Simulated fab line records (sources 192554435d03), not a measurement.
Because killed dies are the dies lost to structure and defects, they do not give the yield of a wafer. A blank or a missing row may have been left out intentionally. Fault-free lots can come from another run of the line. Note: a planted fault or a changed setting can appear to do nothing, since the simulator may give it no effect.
The tool behind it: which one? | flow n5 finfet | 29 wafers from 10 lots sampled at 4 of the route's 1938 steps

WHAT EACH GAUGE READ, for each wafer
N5_BEOL_M9_INSPECT_13: inspects for defects (brightfield).
lot  | measured     | on                | raw defect count
L686 | day 14 00:45 | defect inspect-01 | 368 288 354
L684 | day 14 04:10 | defect inspect-02 | 435 402 467
L688 | day 14 15:10 | defect inspect-01 | 391 359 308
L691 | day 15 01:54 | defect inspect-02 | 1087 1115 1015
L692 | day 15 15:46 | defect inspect-02 | 1005 1070 1039
L696 | day 16 07:11 | defect inspect-01 | 412 323 456
L698 | day 17 11:15 | defect inspect-02 | 541 555
L704 | day 18 17:06 | defect inspect-01 | 393 355 411
L706 | day 19 00:46 | defect inspect-02 | 640 496 434
L707 | day 19 11:59 | defect inspect-01 | 598 699 445

EACH LOT AND THE TOOL THAT RAN IT (in order: tool; ch and the chambers of the sampled wafers; start)
lot  | N5_BEOL_M8_DEP_56               | N5_BEOL_M9_ILD_DEP_00           | N5_BEOL_M9_PECVD_70
L686 | pecvd-02 ch 1,2, day 13 22:41   | pecvd-04 ch 0,2, day 13 22:49   | pecvd-04 ch 0,1,2, day 13 23:26
L684 | pecvd-02 ch 0,1,2, day 14 01:10 | pecvd-04 ch 0,1,2, day 14 01:18 | pecvd-03 ch 1,2, day 14 01:56
L688 | pecvd-02 ch 0,1, day 14 11:58   | pecvd-02 ch 0,1,2, day 14 12:06 | pecvd-03 ch 0,2, day 14 12:44
L691 | pecvd-02 ch 0,1,2, day 14 23:27 | pecvd-04 ch 1,2, day 14 23:35   | pecvd-04 ch 0,1,2, day 15 00:13
L692 | pecvd-03 ch 0,2, day 15 14:28   | pecvd-04 ch 1,2, day 15 14:35   | pecvd-02 ch 0,1,2, day 15 15:13
L696 | pecvd-02 ch 0,1, day 16 03:58   | pecvd-02 ch 0,1, day 16 04:08   | pecvd-03 ch 0,1, day 16 04:46
L698 | pecvd-02 ch 0,1, day 17 08:07   | pecvd-03 ch 1,2, day 17 08:15   | pecvd-03 ch 0,2, day 17 09:10
L704 | pecvd-02 ch 0,2, day 18 14:26   | pecvd-04 ch 0,1,2, day 18 14:35 | pecvd-04 ch 1,2, day 18 15:13
L706 | pecvd-02 ch 0,2, day 18 22:55   | pecvd-04 ch 0,1,2, day 18 23:05 | pecvd-02 ch 0,2, day 18 23:56
L707 | pecvd-03 ch 0,1, day 19 08:48   | pecvd-04 ch 1,2, day 19 08:56   | pecvd-04 ch 0,1, day 19 09:34
- N5_BEOL_M8_DEP_56: deposits SiCN from 3MS/NH3, target thk 10 nm, time 17.5 s.
- N5_BEOL_M9_ILD_DEP_00: deposits SiCOH lowk from DEMS/porogen, target thk 308.51 nm, time 58 s.
- N5_BEOL_M9_PECVD_70: deposits SiO2 from TEOS/O2, target thk 20 nm, time 22.7 s.

AS READ BY THE TOOLS THEMSELVES (means over the sampled wafers that have a number; for cases with no such wafer, the mark the record gives instead)
N5_BEOL_M8_DEP_56.
lot  | tool     | chamber pressure Torr (Torr) | showerhead plenum p Torr (Torr) | throttle valve pct (%)
L686 | pecvd-02 | 2.998                        | 3.670                           | 9.1
L684 | pecvd-02 | 3.004                        | 3.668                           | 9.4
L688 | pecvd-02 | 2.998                        | 3.657                           | 9.3
L691 | pecvd-02 | 3.003                        | 3.665                           | 9.3
L692 | pecvd-03 | 3.008                        | 3.667                           | 8.9
L696 | pecvd-02 | 3.005                        | 3.661                           | 9.3
L698 | pecvd-02 | 3.005                        | 3.659                           | 9.3
L704 | pecvd-02 | 3.003                        | 3.669                           | 9.1
L706 | pecvd-02 | 3.004                        | 3.670                           | 9.1
L707 | pecvd-03 | 3.004                        | 3.660                           | 9.4

N5_BEOL_M9_ILD_DEP_00.
lot  | tool     | chamber pressure Torr (Torr) | heater power outer w (W) | heater power w (W) | showerhead plenum p Torr (Torr) | throttle valve pct (%)
L686 | pecvd-04 | 5.004                        | 187                      | 427                | 5.741                           | 13.5
L684 | pecvd-04 | 5.003                        | 167                      | 381                | 5.728                           | 13.9
L688 | pecvd-02 | 4.998                        | 147                      | 318                | 5.739                           | 14.2
L691 | pecvd-04 | 5.005                        | 186                      | 402                | 5.730                           | 13.7
L692 | pecvd-04 | 4.997                        | 173                      | 388                | 5.727                           | 13.5
L696 | pecvd-02 | 5.000                        | 190                      | 369                | 5.730                           | 14.5
L698 | pecvd-03 | 5.000                        | 140                      | 298                | 5.752                           | 14.2
L704 | pecvd-04 | 5.000                        | 189                      | 405                | 5.722                           | 14.0
L706 | pecvd-04 | 5.001                        | 177                      | 392                | 5.735                           | 14.1
L707 | pecvd-04 | 4.982                        | 161                      | 372                | 5.728                           | 13.7

N5_BEOL_M9_PECVD_70.
lot  | tool     | chamber pressure Torr (Torr) | heater power outer w (W) | heater power w (W) | showerhead plenum p Torr (Torr) | throttle valve pct (%)
L686 | pecvd-04 | 5.506                        | 487                      | 860                | 8.73                            | 22.5
L684 | pecvd-03 | 5.495                        | 426                      | 728                | 8.86                            | 22.2
L688 | pecvd-03 | 5.503                        | 432                      | 729                | 8.85                            | 21.7
L691 | pecvd-04 | 5.501                        | 511                      | 904                | 8.73                            | 22.5
L692 | pecvd-02 | 5.514                        | 433                      | 726                | 8.77                            | 23.0
L696 | pecvd-03 | 5.502                        | 363                      | 592                | 8.75                            | 23.4
L698 | pecvd-03 | 5.495                        | 342                      | 596                | 8.82                            | 22.4
L704 | pecvd-04 | 5.491                        | 475                      | 817                | 8.71                            | 23.1
L706 | pecvd-02 | 5.500                        | 372                      | 674                | 8.78                            | 22.8
L707 | pecvd-04 | 5.491                        | 530                      | 931                | 8.71                            | 23.2

THE ANSWER, worked out from the rows above alone
Rule: the lots themselves supply what counts as usual. Put in order of their means at a reading, lots are off if they are a third of the lots or fewer, leave a main group of 4 or more, and stand apart from it by a gap of 3 or more times the standard deviation of the main group's means; of several such gaps the widest counts. A main group whose means are all the same, to the digits that the tables above print for the reading, isn't used. Also off: a lot with no number at a reading for which 4 or more lots have one. All remaining lots with rows at the step are treated as sound. After the gauges, taken in route order, come the tools' own readings; for these a lot's mean is taken, as printed above. The first step at which some lot is off is used, and at that step the reading that is off furthest; a lot without a number counts as furthest.
Off at N5_BEOL_M9_INSPECT_13 (raw defect count): L691, L692. Main group: mean 445, sd 88.
If a tool, at a process step before that reading, ran all the lots that are off and no sound lot after the first of them, it fits. The gauges at N5_BEOL_M9_INSPECT_13 are tried like those tools. Of those tried, none fits.

WHAT THE SIMULATOR HAD PUT IN
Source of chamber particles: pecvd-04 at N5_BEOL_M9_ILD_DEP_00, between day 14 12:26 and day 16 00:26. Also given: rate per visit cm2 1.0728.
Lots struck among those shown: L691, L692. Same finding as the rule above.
